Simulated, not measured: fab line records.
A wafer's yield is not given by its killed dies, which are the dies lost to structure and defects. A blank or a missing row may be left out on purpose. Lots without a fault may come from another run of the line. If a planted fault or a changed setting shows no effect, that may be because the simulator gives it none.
Split-lot trial | flow n5 finfet | 39 wafers read from 7 lots, route of 1938 steps

== ABOUT THE SPLIT ==
At N5_MOL_CONTACT_COAG_ALD_131 (deposits SiO2, target thk 5 nm, pulse time 1 s, co reactant pulse time 1 s), the setting ald cycles was moved away from the recipe's 35 on 15 of the 39 wafers read, by -42.9% to +48.6%. The other wafers ran this setting at the recipe's value.

The reading is taken at the split's own step.

== THE READING ==
SiO2_of_MOL_CONTACT_COAG_ALD_131.thk nm (the simulator's own value, which no gauge read), in nm, at N5_MOL_CONTACT_COAG_ALD_131 (deposits SiO2, target thk 5 nm, pulse time 1 s, co reactant pulse time 1 s). There is no usual value for it anywhere in the file.

wafer  | tool, chamber at the split | ald cycles as run | against the recipe | SiO2_of_MOL_CONTACT_COAG_ALD_131.thk nm, nm | against lot-mates on the recipe
L075.1 | ald sin-03, 3,0,0          | 46                | +31.4%             | 6.6                                         | +1.6
L075.2 | ald sin-03, 3,0,0          | 46                | +31.4%             | 6.6                                         | +1.6
L075.5 | ald sin-03, 3,0,0          | 46                | +31.4%             | 6.6                                         | +1.6
L075.3 | ald sin-03, 2,1,3          | 35                | recipe             | 5                                           | -
L075.4 | ald sin-03, 2,1,3          | 35                | recipe             | 5                                           | -
L075.6 | ald sin-03, 2,1,3          | 35                | recipe             | 5                                           | -
L076.1 | ald sin-02, 2,1,2          | 35                | recipe             | 5                                           | -
L076.4 | ald sin-02, 2,1,2          | 35                | recipe             | 5                                           | -
L076.5 | ald sin-02, 2,1,2          | 35                | recipe             | 5                                           | -
L076.2 | ald sin-02, 3,0,3          | 25                | -28.6%             | 3.6                                         | -1.4
L076.3 | ald sin-02, 3,0,3          | 25                | -28.6%             | 3.6                                         | -1.4
L076.6 | ald sin-02, 3,0,3          | 25                | -28.6%             | 3.6                                         | -1.4
L077.1 | ald sin-03, 1,0,3,2,0,3    | 35                | recipe             | 5                                           | -
L077.2 | ald sin-03, 1,0,3,2,0,3    | 35                | recipe             | 5                                           | -
L077.3 | ald sin-03, 1,0,3,2,0,3    | 35                | recipe             | 5                                           | -
L077.4 | ald sin-03, 1,0,3,2,0,3    | 35                | recipe             | 5                                           | -
L077.5 | ald sin-03, 1,0,3,2,0,3    | 35                | recipe             | 5                                           | -
L077.6 | ald sin-03, 1,0,3,2,0,3    | 35                | recipe             | 5                                           | -
L078.1 | ald sin-03, 3,2,1          | 35                | recipe             | 5                                           | -
L078.3 | ald sin-03, 3,2,1          | 35                | recipe             | 5                                           | -
L078.4 | ald sin-03, 3,2,1          | 35                | recipe             | 5                                           | -
L078.2 | ald sin-03, 0,3,2          | 52                | +48.6%             | 7.4                                         | +2.4
L078.5 | ald sin-03, 0,3,2          | 52                | +48.6%             | 7.4                                         | +2.4
L078.6 | ald sin-03, 0,3,2          | 52                | +48.6%             | 7.4                                         | +2.4
L080.1 | ald sin-03, 1,0,0          | 49                | +40.0%             | 7                                           | +2.0
L080.2 | ald sin-03, 1,0,0          | 49                | +40.0%             | 7                                           | +2.0
L080.5 | ald sin-03, 1,0,0          | 49                | +40.0%             | 7                                           | +2.0
L080.3 | ald sin-03, 2,3,3          | 35                | recipe             | 5                                           | -
L080.4 | ald sin-03, 2,3,3          | 35                | recipe             | 5                                           | -
L080.6 | ald sin-03, 2,3,3          | 35                | recipe             | 5                                           | -
L088.2 | ald sin-02, 2,0,3          | 35                | recipe             | 5                                           | -
L088.3 | ald sin-02, 2,0,3          | 35                | recipe             | 5                                           | -
L088.5 | ald sin-02, 2,0,3          | 35                | recipe             | 5                                           | -
L089.1 | ald sin-02, 2,1,0          | 20                | -42.9%             | 2.8                                         | -2.2
L089.3 | ald sin-02, 2,1,0          | 20                | -42.9%             | 2.8                                         | -2.2
L089.5 | ald sin-02, 2,1,0          | 20                | -42.9%             | 2.8                                         | -2.2
L089.2 | ald sin-02, 3,0,1          | 35                | recipe             | 5                                           | -
L089.4 | ald sin-02, 3,0,1          | 35                | recipe             | 5                                           | -
L089.6 | ald sin-02, 3,0,1          | 35                | recipe             | 5                                           | -
The file does not say which wafer passed through which chamber wherever a row lists several chambers: such a row stands for several wafers.

THE FIT
A straight line over all 39 wafers: SiO2_of_MOL_CONTACT_COAG_ALD_131.thk nm changes by +0.0502 nm for each +1% of ald cycles; r = +1.00; the points scatter about the line by 0.021 nm.
The same after taking each lot's own level away (the mean of its wafers on the recipe; 39 wafers): +0.0502 nm for each +1%; r = +1.00; scatter 0.021 nm.
That fit puts the effect of the largest move of ald cycles on the reading at 2.4 nm.
The lots' own levels span 5.00 to 5.00 nm.
Hence the lot-to-lot level has little effect on the slope; both slopes agree.
Check: +2.44 nm against its lot-mates is what the line predicts for one of the wafers moved furthest among these (+48.6%) when that wafer is left out of the fit. Against them it came out at +2.4 nm.

== THE FILE'S OWN FIT ==
SiO2_of_MOL_CONTACT_COAG_ALD_131.thk nm changes by +0.0502 nm for each +1% of ald cycles, r = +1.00.
